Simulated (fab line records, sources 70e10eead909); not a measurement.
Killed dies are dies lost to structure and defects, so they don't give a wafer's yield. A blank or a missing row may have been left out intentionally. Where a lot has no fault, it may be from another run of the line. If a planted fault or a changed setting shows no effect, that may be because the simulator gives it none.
fab line records || flow nandHarc
record {"lots": 6, "wafers": 18, "lastDay": 33}
route steps=1302 shown A_ONON_D1@424 END@1302
lots with no fault: from the same line, run without faults
startH: start of the lot's first displayed wafer, in hours after the record's first day || waitH: hours elapsed since this lot's preceding step || " as in the row above || L1.1+2: one row covering several wafers at once || - no value, or no start was given || * or withheld: withheld || < > ~ a bound
route shown NAME@n: NAME is a module with steps in the file, n the number in the route of the first one || usual: mean/standard deviation of fault-free wafers || same: alike in all rows || chamber/n: place in a boat || sites: each site's reading || _std_site: standard deviation across them || _edge_site: inner sites' mean taken away from outer sites' mean || radiusMm: for every site, how far away it sits from the centre of the wafer || mask NAME#n: copy n || behind: tool/chamber where the wafer was last shaped || hold: why the lot was held/for how many hours/how that ended || device: the n, p or np transistor that did not switch || end of line: tests run on the same wafers once the route is complete || a step with no rows: only its recipe || killed: at the first sort, the dies lost to defects and structure; wafer yield is something else || map: a wafer's dies, x killed, . not, _ none there
set.NAME: setting as actually run; set.NAME@STEP: the setting as run at that earlier step || model.NAME: the simulator's own value behind a step, which no gauge read
lots at some steps of the route; a table a step, a row a wafer
services: the hour from which a tool's chamber was out of use, counted from the record's first day as startH (under 0 if before that day), plus the number of hours and why
## steps
# step NHARC_A_ONON_D1_DEP_00
# recipe {"targetThkA": 10000, "n2FlowSccm": 2750, "n2oFlowSccm": 2000, "nh3FlowSccm": 500, "sih4FlowSccm": 210, "tempC": 400}
# step NHARC_A_ONON_D1_THK_MEAS_02
# recipe {"thkMeasGauge": "ellipsometry"}
# usual {"thkNm": "1000/9"}
{"lot.wafer": "L506.1", "tool": "filmMetro-02", "chamber": "-", "startH": 173.99, "waitH": "-", "thkNm": 997}
{"lot.wafer": "L506.4", "tool": "filmMetro-02", "chamber": "-", "startH": 173.99, "waitH": "-", "thkNm": 995}
{"lot.wafer": "L506.5", "tool": "filmMetro-02", "chamber": "-", "startH": 173.99, "waitH": "-", "thkNm": 996}
{"lot.wafer": "L508.1", "tool": "filmMetro-01", "chamber": "-", "startH": 194.64, "waitH": "-", "thkNm": 994}
{"lot.wafer": "L508.3", "tool": "filmMetro-01", "chamber": "-", "startH": 194.64, "waitH": "-", "thkNm": 993}
{"lot.wafer": "L508.4", "tool": "filmMetro-01", "chamber": "-", "startH": 194.64, "waitH": "-", "thkNm": 997}
{"lot.wafer": "L515.4", "tool": "filmMetro-01", "chamber": "-", "startH": 267.66, "waitH": "-", "thkNm": 1004}
{"lot.wafer": "L515.5", "tool": "filmMetro-01", "chamber": "-", "startH": 267.66, "waitH": "-", "thkNm": 1006}
{"lot.wafer": "L515.6", "tool": "filmMetro-01", "chamber": "-", "startH": 267.66, "waitH": "-", "thkNm": 1005}
{"lot.wafer": "L517.1", "tool": "filmMetro-01", "chamber": "-", "startH": 284.81, "waitH": "-", "thkNm": 1003}
{"lot.wafer": "L517.3", "tool": "filmMetro-01", "chamber": "-", "startH": 284.81, "waitH": "-", "thkNm": 1004}
{"lot.wafer": "L517.6", "tool": "filmMetro-01", "chamber": "-", "startH": 284.81, "waitH": "-", "thkNm": 1002}
{"lot.wafer": "L525.1", "tool": "filmMetro-01", "chamber": "-", "startH": 358.20, "waitH": "-", "thkNm": 986}
{"lot.wafer": "L525.4", "tool": "filmMetro-01", "chamber": "-", "startH": 358.20, "waitH": "-", "thkNm": 986}
{"lot.wafer": "L525.6", "tool": "filmMetro-01", "chamber": "-", "startH": 358.20, "waitH": "-", "thkNm": 989}
{"lot.wafer": "L528.1", "tool": "filmMetro-01", "chamber": "-", "startH": 393.99, "waitH": "-", "thkNm": 1016}
{"lot.wafer": "L528.3", "tool": "filmMetro-01", "chamber": "-", "startH": 393.99, "waitH": "-", "thkNm": 1015}
{"lot.wafer": "L528.5", "tool": "filmMetro-01", "chamber": "-", "startH": 393.99, "waitH": "-", "thkNm": 1016}
# step NHARC_A_ONON_D1_DEP_03
# recipe {"targetThkA": 10000, "n2FlowSccm": 2750, "n2oFlowSccm": 2000, "nh3FlowSccm": 500, "sih4FlowSccm": 210, "tempC": 400}
# step NHARC_A_ONON_D1_THK_MEAS_05
# recipe {"thkMeasGauge": "ellipsometry"}
# usual {"thkNm": "1001/9.8"}
{"lot.wafer": "L506.1", "tool": "filmMetro-01", "chamber": "-", "startH": 174.56, "waitH": "-", "thkNm": 1001}
{"lot.wafer": "L506.4", "tool": "filmMetro-01", "chamber": "-", "startH": 174.56, "waitH": "-", "thkNm": 1002}
{"lot.wafer": "L506.5", "tool": "filmMetro-01", "chamber": "-", "startH": 174.56, "waitH": "-", "thkNm": 1003}
{"lot.wafer": "L508.1", "tool": "filmMetro-01", "chamber": "-", "startH": 195.20, "waitH": "-", "thkNm": 986}
{"lot.wafer": "L508.3", "tool": "filmMetro-01", "chamber": "-", "startH": 195.20, "waitH": "-", "thkNm": 986}
{"lot.wafer": "L508.4", "tool": "filmMetro-01", "chamber": "-", "startH": 195.20, "waitH": "-", "thkNm": 987}
{"lot.wafer": "L515.4", "tool": "filmMetro-01", "chamber": "-", "startH": 268.22, "waitH": "-", "thkNm": 1010}
{"lot.wafer": "L515.5", "tool": "filmMetro-01", "chamber": "-", "startH": 268.22, "waitH": "-", "thkNm": 1008}
{"lot.wafer": "L515.6", "tool": "filmMetro-01", "chamber": "-", "startH": 268.22, "waitH": "-", "thkNm": 1011}
{"lot.wafer": "L517.1", "tool": "filmMetro-02", "chamber": "-", "startH": 285.38, "waitH": "-", "thkNm": 1006}
{"lot.wafer": "L517.3", "tool": "filmMetro-02", "chamber": "-", "startH": 285.38, "waitH": "-", "thkNm": 1007}
{"lot.wafer": "L517.6", "tool": "filmMetro-02", "chamber": "-", "startH": 285.38, "waitH": "-", "thkNm": 1005}
{"lot.wafer": "L525.1", "tool": "filmMetro-02", "chamber": "-", "startH": 358.77, "waitH": "-", "thkNm": 1014}
{"lot.wafer": "L525.4", "tool": "filmMetro-02", "chamber": "-", "startH": 358.77, "waitH": "-", "thkNm": 1014}
{"lot.wafer": "L525.6", "tool": "filmMetro-02", "chamber": "-", "startH": 358.77, "waitH": "-", "thkNm": 1014}
{"lot.wafer": "L528.1", "tool": "filmMetro-01", "chamber": "-", "startH": 394.56, "waitH": "-", "thkNm": 1008}
{"lot.wafer": "L528.3", "tool": "filmMetro-01", "chamber": "-", "startH": 394.56, "waitH": "-", "thkNm": 1008}
{"lot.wafer": "L528.5", "tool": "filmMetro-01", "chamber": "-", "startH": 394.56, "waitH": "-", "thkNm": 1007}
# step NHARC_A_ONON_D1_DEP_06
# recipe {"targetThkA": 10000, "n2FlowSccm": 2750, "n2oFlowSccm": 2000, "nh3FlowSccm": 500, "sih4FlowSccm": 210, "tempC": 400}
# step NHARC_A_ONON_D1_THK_MEAS_08
# recipe {"thkMeasGauge": "ellipsometry"}
# usual {"thkNm": "1002/10"}
{"lot.wafer": "L506.1", "tool": "filmMetro-01", "chamber": "-", "startH": 175.13, "waitH": "-", "thkNm": 999}
{"lot.wafer": "L506.4", "tool": "filmMetro-01", "chamber": "-", "startH": 175.13, "waitH": "-", "thkNm": 1000}
{"lot.wafer": "L506.5", "tool": "filmMetro-01", "chamber": "-", "startH": 175.13, "waitH": "-", "thkNm": 999}
{"lot.wafer": "L508.1", "tool": "filmMetro-01", "chamber": "-", "startH": 195.77, "waitH": "-", "thkNm": 996}
{"lot.wafer": "L508.3", "tool": "filmMetro-01", "chamber": "-", "startH": 195.77, "waitH": "-", "thkNm": 998}
{"lot.wafer": "L508.4", "tool": "filmMetro-01", "chamber": "-", "startH": 195.77, "waitH": "-", "thkNm": 997}
{"lot.wafer": "L515.4", "tool": "filmMetro-01", "chamber": "-", "startH": 268.79, "waitH": "-", "thkNm": 984}
{"lot.wafer": "L515.5", "tool": "filmMetro-01", "chamber": "-", "startH": 268.79, "waitH": "-", "thkNm": 985}
{"lot.wafer": "L515.6", "tool": "filmMetro-01", "chamber": "-", "startH": 268.79, "waitH": "-", "thkNm": 984}
{"lot.wafer": "L517.1", "tool": "filmMetro-01", "chamber": "-", "startH": 285.94, "waitH": "-", "thkNm": 1010}
{"lot.wafer": "L517.3", "tool": "filmMetro-01", "chamber": "-", "startH": 285.94, "waitH": "-", "thkNm": 1010}
{"lot.wafer": "L517.6", "tool": "filmMetro-01", "chamber": "-", "startH": 285.94, "waitH": "-", "thkNm": 1012}
{"lot.wafer": "L525.1", "tool": "filmMetro-01", "chamber": "-", "startH": 359.33, "waitH": "-", "thkNm": 989}
{"lot.wafer": "L525.4", "tool": "filmMetro-01", "chamber": "-", "startH": 359.33, "waitH": "-", "thkNm": 991}
{"lot.wafer": "L525.6", "tool": "filmMetro-01", "chamber": "-", "startH": 359.33, "waitH": "-", "thkNm": 990}
{"lot.wafer": "L528.1", "tool": "filmMetro-01", "chamber": "-", "startH": 395.12, "waitH": "-", "thkNm": 996}
{"lot.wafer": "L528.3", "tool": "filmMetro-01", "chamber": "-", "startH": 395.12, "waitH": "-", "thkNm": 996}
{"lot.wafer": "L528.5", "tool": "filmMetro-01", "chamber": "-", "startH": 395.12, "waitH": "-", "thkNm": 1001}
# step NHARC_A_ONON_D1_DEP_09
# recipe {"targetThkA": 10000, "n2FlowSccm": 2750, "n2oFlowSccm": 2000, "nh3FlowSccm": 500, "sih4FlowSccm": 210, "tempC": 400}
# step NHARC_A_ONON_D1_THK_MEAS_11
# recipe {"thkMeasGauge": "ellipsometry"}
# usual {"thkNm": "1003/11"}
{"lot.wafer": "L506.1", "tool": "filmMetro-02", "chamber": "-", "startH": 175.72, "waitH": "-", "thkNm": 994}
{"lot.wafer": "L506.4", "tool": "filmMetro-02", "chamber": "-", "startH": 175.72, "waitH": "-", "thkNm": 996}
{"lot.wafer": "L506.5", "tool": "filmMetro-02", "chamber": "-", "startH": 175.72, "waitH": "-", "thkNm": 996}
{"lot.wafer": "L508.1", "tool": "filmMetro-02", "chamber": "-", "startH": 196.34, "waitH": "-", "thkNm": 1023}
{"lot.wafer": "L508.3", "tool": "filmMetro-02", "chamber": "-", "startH": 196.34, "waitH": "-", "thkNm": 1023}
{"lot.wafer": "L508.4", "tool": "filmMetro-02", "chamber": "-", "startH": 196.34, "waitH": "-", "thkNm": 1020}
{"lot.wafer": "L515.4", "tool": "filmMetro-02", "chamber": "-", "startH": 269.37, "waitH": "-", "thkNm": 1006}
{"lot.wafer": "L515.5", "tool": "filmMetro-02", "chamber": "-", "startH": 269.37, "waitH": "-", "thkNm": 1007}
{"lot.wafer": "L515.6", "tool": "filmMetro-02", "chamber": "-", "startH": 269.37, "waitH": "-", "thkNm": 1006}
{"lot.wafer": "L517.1", "tool": "filmMetro-01", "chamber": "-", "startH": 286.51, "waitH": "-", "thkNm": 1004}
{"lot.wafer": "L517.3", "tool": "filmMetro-01", "chamber": "-", "startH": 286.51, "waitH": "-", "thkNm": 1004}
{"lot.wafer": "L517.6", "tool": "filmMetro-01", "chamber": "-", "startH": 286.51, "waitH": "-", "thkNm": 1002}
{"lot.wafer": "L525.1", "tool": "filmMetro-02", "chamber": "-", "startH": 359.90, "waitH": "-", "thkNm": 995}
{"lot.wafer": "L525.4", "tool": "filmMetro-02", "chamber": "-", "startH": 359.90, "waitH": "-", "thkNm": 996}
{"lot.wafer": "L525.6", "tool": "filmMetro-02", "chamber": "-", "startH": 359.90, "waitH": "-", "thkNm": 995}
{"lot.wafer": "L528.1", "tool": "filmMetro-01", "chamber": "-", "startH": 395.69, "waitH": "-", "thkNm": 1006}
{"lot.wafer": "L528.3", "tool": "filmMetro-01", "chamber": "-", "startH": 395.69, "waitH": "-", "thkNm": 1005}
{"lot.wafer": "L528.5", "tool": "filmMetro-01", "chamber": "-", "startH": 395.69, "waitH": "-", "thkNm": 1006}
# step NHARC_A_ONON_D1_DEP_12
# recipe {"targetThkA": 10000, "n2FlowSccm": 2750, "n2oFlowSccm": 2000, "nh3FlowSccm": 500, "sih4FlowSccm": 210, "tempC": 400}
# step NHARC_A_ONON_D1_THK_MEAS_14
# recipe {"thkMeasGauge": "ellipsometry"}
# usual {"thkNm": "999/9.7"}
{"lot.wafer": "L506.1", "tool": "filmMetro-02", "chamber": "-", "startH": 176.29, "waitH": "-", "thkNm": 1013}
{"lot.wafer": "L506.4", "tool": "filmMetro-02", "chamber": "-", "startH": 176.29, "waitH": "-", "thkNm": 1010}
{"lot.wafer": "L506.5", "tool": "filmMetro-02", "chamber": "-", "startH": 176.29, "waitH": "-", "thkNm": 1013}
{"lot.wafer": "L508.1", "tool": "filmMetro-01", "chamber": "-", "startH": 196.91, "waitH": "-", "thkNm": 998}
{"lot.wafer": "L508.3", "tool": "filmMetro-01", "chamber": "-", "startH": 196.91, "waitH": "-", "thkNm": 995}
{"lot.wafer": "L508.4", "tool": "filmMetro-01", "chamber": "-", "startH": 196.91, "waitH": "-", "thkNm": 997}
{"lot.wafer": "L515.4", "tool": "filmMetro-02", "chamber": "-", "startH": 269.94, "waitH": "-", "thkNm": 999}
{"lot.wafer": "L515.5", "tool": "filmMetro-02", "chamber": "-", "startH": 269.94, "waitH": "-", "thkNm": 998}
{"lot.wafer": "L515.6", "tool": "filmMetro-02", "chamber": "-", "startH": 269.94, "waitH": "-", "thkNm": 1002}
{"lot.wafer": "L517.1", "tool": "filmMetro-02", "chamber": "-", "startH": 287.08, "waitH": "-", "thkNm": 1011}
{"lot.wafer": "L517.3", "tool": "filmMetro-02", "chamber": "-", "startH": 287.08, "waitH": "-", "thkNm": 1010}
{"lot.wafer": "L517.6", "tool": "filmMetro-02", "chamber": "-", "startH": 287.08, "waitH": "-", "thkNm": 1011}
{"lot.wafer": "L525.1", "tool": "filmMetro-02", "chamber": "-", "startH": 360.47, "waitH": "-", "thkNm": 997}
{"lot.wafer": "L525.4", "tool": "filmMetro-02", "chamber": "-", "startH": 360.47, "waitH": "-", "thkNm": 1001}
{"lot.wafer": "L525.6", "tool": "filmMetro-02", "chamber": "-", "startH": 360.47, "waitH": "-", "thkNm": 998}
{"lot.wafer": "L528.1", "tool": "filmMetro-02", "chamber": "-", "startH": 396.26, "waitH": "-", "thkNm": 984}
{"lot.wafer": "L528.3", "tool": "filmMetro-02", "chamber": "-", "startH": 396.26, "waitH": "-", "thkNm": 985}
{"lot.wafer": "L528.5", "tool": "filmMetro-02", "chamber": "-", "startH": 396.26, "waitH": "-", "thkNm": 985}
# step NHARC_A_ONON_D1_ANNEAL_15
# recipe {"tempC": 750, "timeS": 3600}
# step NHARC_A_ONON_D1_DEP_16
# recipe {"targetThkA": 10000, "n2FlowSccm": 2750, "n2oFlowSccm": 2000, "nh3FlowSccm": 500, "sih4FlowSccm": 210, "tempC": 400}
{"lot.wafer": "L506.1+4+5", "tool": "pecvdOnon-04", "chamber": 0, "startH": 183.84, "waitH": 0.1}
{"lot.wafer": "L508.1+3+4", "tool": "pecvdOnon-04", "chamber": 0, "startH": 204.17, "waitH": 0.1}
{"lot.wafer": "L515.4+5+6", "tool": "pecvdOnon-04", "chamber": 0, "startH": 277.42, "waitH": 0.3}
{"lot.wafer": "L517.1+3+6", "tool": "pecvdOnon-04", "chamber": 0, "startH": 294.41, "waitH": 0.1}
{"lot.wafer": "L525.1+4+6", "tool": "pecvdOnon-04", "chamber": 0, "startH": 367.72, "waitH": 0.1}
{"lot.wafer": "L528.1+3+5", "tool": "pecvdOnon-04", "chamber": 0, "startH": 403.81, "waitH": 0.1}
# step NHARC_A_ONON_D1_THK_MEAS_18
# recipe {"thkMeasGauge": "ellipsometry"}
# usual {"thkNm": "1000/8.4"}
{"lot.wafer": "L506.1", "tool": "filmMetro-02", "chamber": "-", "startH": 184.34, "waitH": "-", "thkNm": 1012}
{"lot.wafer": "L506.4", "tool": "filmMetro-02", "chamber": "-", "startH": 184.34, "waitH": "-", "thkNm": 1011}
{"lot.wafer": "L506.5", "tool": "filmMetro-02", "chamber": "-", "startH": 184.34, "waitH": "-", "thkNm": 1011}
{"lot.wafer": "L508.1", "tool": "filmMetro-01", "chamber": "-", "startH": 204.68, "waitH": "-", "thkNm": 998}
{"lot.wafer": "L508.3", "tool": "filmMetro-01", "chamber": "-", "startH": 204.68, "waitH": "-", "thkNm": 998}
{"lot.wafer": "L508.4", "tool": "filmMetro-01", "chamber": "-", "startH": 204.68, "waitH": "-", "thkNm": 998}
{"lot.wafer": "L515.4", "tool": "filmMetro-02", "chamber": "-", "startH": 277.77, "waitH": "-", "thkNm": 985}
{"lot.wafer": "L515.5", "tool": "filmMetro-02", "chamber": "-", "startH": 277.77, "waitH": "-", "thkNm": 986}
{"lot.wafer": "L515.6", "tool": "filmMetro-02", "chamber": "-", "startH": 277.77, "waitH": "-", "thkNm": 891}
{"lot.wafer": "L517.1", "tool": "filmMetro-02", "chamber": "-", "startH": 294.92, "waitH": "-", "thkNm": 913}
{"lot.wafer": "L517.3", "tool": "filmMetro-02", "chamber": "-", "startH": 294.92, "waitH": "-", "thkNm": 1007}
{"lot.wafer": "L517.6", "tool": "filmMetro-02", "chamber": "-", "startH": 294.92, "waitH": "-", "thkNm": 911}
{"lot.wafer": "L525.1", "tool": "filmMetro-01", "chamber": "-", "startH": 368.23, "waitH": "-", "thkNm": 1012}
{"lot.wafer": "L525.4", "tool": "filmMetro-01", "chamber": "-", "startH": 368.23, "waitH": "-", "thkNm": 1011}
{"lot.wafer": "L525.6", "tool": "filmMetro-01", "chamber": "-", "startH": 368.23, "waitH": "-", "thkNm": 1010}
{"lot.wafer": "L528.1", "tool": "filmMetro-02", "chamber": "-", "startH": 404.33, "waitH": "-", "thkNm": 1016}
{"lot.wafer": "L528.3", "tool": "filmMetro-02", "chamber": "-", "startH": 404.33, "waitH": "-", "thkNm": 1012}
{"lot.wafer": "L528.5", "tool": "filmMetro-02", "chamber": "-", "startH": 404.33, "waitH": "-", "thkNm": 1015}
# step NHARC_A_ONON_D1_DEP_19
# recipe {"targetThkA": 10000, "n2FlowSccm": 2750, "n2oFlowSccm": 2000, "nh3FlowSccm": 500, "sih4FlowSccm": 210, "tempC": 400}
# step NHARC_END_SORT_01
# recipe {"tempC": 25}
# usual {"killedAtArray": "49/18", "killedAtOther": "0.8/1", "killedAtPeriphery": "4.2/2.8", "killedDies": "54/18", "killedOpen": "3.0/1.7", "killedShort": "2.5/1.6"}
# same {"grossDies": 677}
{"lot.wafer": "L506.1", "tool": "prober-01", "chamber": 0, "startH": 614.55, "waitH": 2.5, "killedAtArray": 71, "killedAtOther": 1, "killedAtPeriphery": 3, "killedDies": 75, "killedOpen": 3, "killedShort": 6}
{"lot.wafer": "L506.4", "tool": "prober-01", "chamber": 0, "startH": 616.97, "waitH": 3.4, "killedAtArray": 63, "killedAtOther": 1, "killedAtPeriphery": 3, "killedDies": 67, "killedOpen": 1, "killedShort": 2}
{"lot.wafer": "L506.5", "tool": "prober-01", "chamber": 0, "startH": 617.78, "waitH": 3.7, "killedAtArray": 38, "killedAtOther": 2, "killedAtPeriphery": 3, "killedDies": 43, "killedOpen": 4, "killedShort": 6}
{"lot.wafer": "L515.4", "tool": "prober-01", "chamber": 0, "startH": 670.66, "waitH": 3.4, "killedAtArray": 20, "killedAtOther": 1, "killedAtPeriphery": 2, "killedDies": 23, "killedOpen": 4, "killedShort": 2}
{"lot.wafer": "L515.5", "tool": "prober-01", "chamber": 0, "startH": 671.45, "waitH": 3.7, "killedAtArray": 20, "killedAtOther": 0, "killedAtPeriphery": 2, "killedDies": 22, "killedOpen": 7, "killedShort": 2}
{"lot.wafer": "L515.6", "tool": "prober-01", "chamber": 0, "startH": 672.25, "waitH": 4.0, "killedAtArray": 30, "killedAtOther": 0, "killedAtPeriphery": 1, "killedDies": 31, "killedOpen": 4, "killedShort": 3}
{"lot.wafer": "L517.1", "tool": "prober-02", "chamber": 0, "startH": 703.53, "waitH": 2.5, "killedAtArray": 34, "killedAtOther": 0, "killedAtPeriphery": 4, "killedDies": 38, "killedOpen": 4, "killedShort": 0}
{"lot.wafer": "L517.3", "tool": "prober-02", "chamber": 0, "startH": 705.14, "waitH": 3.1, "killedAtArray": 40, "killedAtOther": 4, "killedAtPeriphery": 1, "killedDies": 45, "killedOpen": 2, "killedShort": 0}
{"lot.wafer": "L517.6", "tool": "prober-02", "chamber": 0, "startH": 707.56, "waitH": 4.0, "killedAtArray": 45, "killedAtOther": 0, "killedAtPeriphery": 3, "killedDies": 48, "killedOpen": 5, "killedShort": 3}
{"lot.wafer": "L525.1", "tool": "prober-01", "chamber": 0, "startH": 769.58, "waitH": 2.5, "killedAtArray": 48, "killedAtOther": 0, "killedAtPeriphery": 4, "killedDies": 52, "killedOpen": 1, "killedShort": 0}
{"lot.wafer": "L525.4", "tool": "prober-01", "chamber": 0, "startH": 771.98, "waitH": 3.4, "killedAtArray": 42, "killedAtOther": 0, "killedAtPeriphery": 4, "killedDies": 46, "killedOpen": 0, "killedShort": 2}
{"lot.wafer": "L525.6", "tool": "prober-01", "chamber": 0, "startH": 773.58, "waitH": 4.0, "killedAtArray": 64, "killedAtOther": 0, "killedAtPeriphery": 5, "killedDies": 69, "killedOpen": 1, "killedShort": 2}
{"lot.wafer": "L528.1", "tool": "prober-01", "chamber": 0, "startH": 798.22, "waitH": 2.5, "killedAtArray": 69, "killedAtOther": 1, "killedAtPeriphery": 2, "killedDies": 72, "killedOpen": 3, "killedShort": 5}
# killed by level:class
L506.1 A_CHANNEL_HOLE_D2:chamberFilmFlake=27 A_CHANNEL_HOLE_D1:chamberFilmFlake=25 A_CONTACT:chamberFilmFlake=4 P_BONDPAD:chamberFilmFlake=2 A_STAIRCASE:chamberFilmFlake=2 A_BLC:chamberFilmFlake=2 P_CONTACT:geometricParticle:open=1 A_ONON_D1:geometricParticle:short=1
L506.4 A_CHANNEL_HOLE_D2:chamberFilmFlake=32 A_CHANNEL_HOLE_D1:chamberFilmFlake=17 A_CONTACT:chamberFilmFlake=6 A_ZERO_WELL:chamberFilmFlake=3 A_ONON_D2:geometricParticle:short=2 P_GATE:chamberFilmFlake=2 A_CHANNEL_HOLE_D2:geometricParticle:open=1 P_ZERO_WELL:chamberFilmFlake=1
L506.5 A_CHANNEL_HOLE_D1:chamberFilmFlake=13 A_CHANNEL_HOLE_D2:chamberFilmFlake=10 A_STAIRCASE:geometricParticle:short=2 THIN_TSV:chamberFilmFlake=2 A_CONTACT:chamberFilmFlake=2 A_BLC:chamberFilmFlake=2 P_M0:geometricParticle:short=1 P_M1:geometricParticle:open=1
L515.4 A_CHANNEL_HOLE_D2:chamberFilmFlake=7 A_CHANNEL_HOLE_D1:chamberFilmFlake=2 A_SLIT:chamberFilmFlake=2 A_CONTACT:chamberFilmFlake=2 P_M0:geometricParticle:open=1 A_CHANNEL_FILL_D1:geometricParticle:short=1 A_ONON_D2:geometricParticle:open=1 A_CHANNEL_HOLE_D2:geometricParticle:open=1
L515.5 A_CHANNEL_HOLE_D2:chamberFilmFlake=6 A_DECK1_JOINT:geometricParticle:open=2 A_CHANNEL_HOLE_D1:chamberFilmFlake=2 P_GATE:geometricParticle:open=1 P_M0:geometricParticle:open=1 A_ONON_D1:geometricParticle:short=1 A_SGD_CUT:geometricParticle:open=1 A_SGD_CUT:geometricParticle:short=1
L515.6 A_CHANNEL_HOLE_D1:chamberFilmFlake=7 A_CHANNEL_HOLE_D2:chamberFilmFlake=6 A_SLIT:chamberFilmFlake=5 A_ONON_D2:geometricParticle:short=2 A_DECK1_JOINT:chamberFilmFlake=2 A_CHANNEL_FILL_D2:chamberFilmFlake=2 A_ONON_D1:geometricParticle:short=1 A_DECK1_JOINT:geometricParticle:open=1
L517.1 A_CHANNEL_HOLE_D2:chamberFilmFlake=6 A_SLIT:chamberFilmFlake=5 A_CONTACT:chamberFilmFlake=5 A_CHANNEL_HOLE_D1:chamberFilmFlake=4 A_CHANNEL_FILL_D2:chamberFilmFlake=3 A_STAIRCASE:chamberFilmFlake=3 A_WL_FILL:chamberFilmFlake=3 P_GATE:geometricParticle:open=1
L517.3 A_CHANNEL_HOLE_D2:chamberFilmFlake=16 A_CONTACT:chamberFilmFlake=6 A_CHANNEL_HOLE_D1:chamberFilmFlake=4 A_STAIRCASE:chamberFilmFlake=4 THIN_TSV:chamberFilmFlake=4 A_WL_FILL:chamberFilmFlake=3 A_DECK1_JOINT:chamberFilmFlake=2 A_SLIT:chamberFilmFlake=2
L517.6 A_CHANNEL_HOLE_D2:chamberFilmFlake=14 A_CHANNEL_HOLE_D1:chamberFilmFlake=6 A_STAIRCASE:chamberFilmFlake=5 A_SLIT:chamberFilmFlake=5 A_CONTACT:chamberFilmFlake=4 A_WL_FILL:chamberFilmFlake=2 A_M0:chamberFilmFlake=2 P_CONTACT:geometricParticle:open=1
L525.1 A_CHANNEL_HOLE_D1:chamberFilmFlake=15 A_CHANNEL_HOLE_D2:chamberFilmFlake=12 A_SLIT:chamberFilmFlake=7 A_CONTACT:chamberFilmFlake=6 A_STAIRCASE:chamberFilmFlake=5 P_GATE:chamberFilmFlake=4 A_SGD_CUT:chamberFilmFlake=2 A_CHANNEL_FILL_D1:geometricParticle:open=1
L525.4 A_CHANNEL_HOLE_D2:chamberFilmFlake=10 A_SLIT:chamberFilmFlake=10 A_CONTACT:chamberFilmFlake=8 A_CHANNEL_HOLE_D1:chamberFilmFlake=6 A_STAIRCASE:chamberFilmFlake=4 A_ONON_D1:geometricParticle:short=2 P_GATE:chamberFilmFlake=2 P_BONDPAD:chamberFilmFlake=2
L525.6 A_CHANNEL_HOLE_D2:chamberFilmFlake=22 A_SLIT:chamberFilmFlake=11 A_CHANNEL_HOLE_D1:chamberFilmFlake=11 A_STAIRCASE:chamberFilmFlake=7 A_CONTACT:chamberFilmFlake=7 P_GATE:chamberFilmFlake=3 A_SGD_CUT:chamberFilmFlake=3 P_STI:chamberFilmFlake=2
L528.1 A_CHANNEL_HOLE_D2:chamberFilmFlake=30 A_CHANNEL_HOLE_D1:chamberFilmFlake=13 A_CONTACT:chamberFilmFlake=10 A_SLIT:chamberFilmFlake=6 A_CHANNEL_FILL_D2:geometricParticle:short=2 A_M0:geometricParticle:short=2 P_ZERO_WELL:chamberFilmFlake=2 A_CHANNEL_HOLE_D1:geometricParticle:open=1
## services
{"tool": "pecvdOnon-04", "chamber": "-", "startH": 311.18, "hours": 13.0, "kind": "pm"}
## key
firstSign {"step": "NHARC_A_ONON_D1_THK_MEAS_18", "reading": "thkNm", "direction": "down", "sigmas": 11, "usual": 1000, "struck": 905}
effect none on later readings
metAt NHARC_A_ONON_D1_DEP_16
struckWafers L515.6,L517.1,L517.6
testerLeftOut L515,L517
onsetBetween 204.17 277.42
fault {"kind": "processParameterDrift", "tool": "pecvdOnon-04", "chamber": "-", "onsetH": 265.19, "steps": "NHARC_A_ONON_D1_DEP_16", "channel": "targetThkA", "offset": "*", "shape": "step", "endH": 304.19, "scope": "struckWafersOnly", "actsIn": "*", "stated": "*"}
# testerLeftOut: of these lots the tester's yield and bins aren't shown, on N5 and GAA mostly nor the transistor test; their killed dies are dies lost to structure and defects alone, not to doping, threshold or leakage, so they don't give the yield
